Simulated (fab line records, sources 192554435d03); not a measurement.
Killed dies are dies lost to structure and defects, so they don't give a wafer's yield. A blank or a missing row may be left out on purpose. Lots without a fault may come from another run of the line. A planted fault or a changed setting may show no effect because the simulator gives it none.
Chamber matching | flow n5_finfet | N5_SDB_DESCUM_16 on rie_diel-03: 4 sister chambers
The step chemistry O2, time 7.9 s. 7 wafers are shown with their chamber, then 10 later ones without.

WAFERS WITH THEIR CHAMBER
wafer  | chamber | showerhead_plenum_p_Torr (Torr) | drypump_motor_current_A (A)
L079.2 | 1       | 2.02                            | 5.69
L078.1 | 2       | 1.90                            | 5.59
L081.2 | 3       | 2.08                            | 5.74
L081.4 | 0       | 2.21                            | 5.60
L081.5 | 3       | 2.08                            | 5.76
L087.1 | 2       | 1.89                            | 5.55
L087.3 | 0       | 2.21                            | 5.57

WAFERS WITHOUT THEIR CHAMBER
wafer  | showerhead_plenum_p_Torr (Torr) | drypump_motor_current_A (A)
L087.4 | 2.07                            | 5.78
L094.1 | 2.07                            | 5.77
L094.4 | 2.00                            | 5.72
L094.6 | 2.20                            | 5.55
L095.2 | 2.20                            | 5.57
L095.4 | 2.20                            | 5.58
L095.5 | 1.88                            | 5.58
L097.3 | 2.06                            | 5.75
L097.4 | 2.00                            | 5.70
L097.5 | 1.88                            | 5.56

WHICH CHAMBER EACH WENT THROUGH
wafer  | from the rows above | in truth
L087.4 | 3                   | 3
L094.1 | 3                   | 3
L094.4 | 1                   | 1
L094.6 | 0                   | 0
L095.2 | 0                   | 0
L095.4 | 0                   | 0
L095.5 | 2                   | 2
L097.3 | 3                   | 3
L097.4 | 1                   | 1
L097.5 | 2                   | 2
Placed correctly: 10 of 10. Can't be placed from these rows: 0. Placed wrongly: 0.
How it was worked out, from the rows above alone: a wafer's distance from a chamber is the root of the sum, over the readings, of the square of ((its reading less the chamber's mean) divided by the reading's scatter). The wafer belongs to the nearest chamber; if the next one is less than 2 further off, it can't be placed. A chamber's mean is the mean of its shown wafers. The scatter: the root of (the sum of the squares of (reading less its chamber's mean) over the shown wafers, divided by (wafers less chambers)).
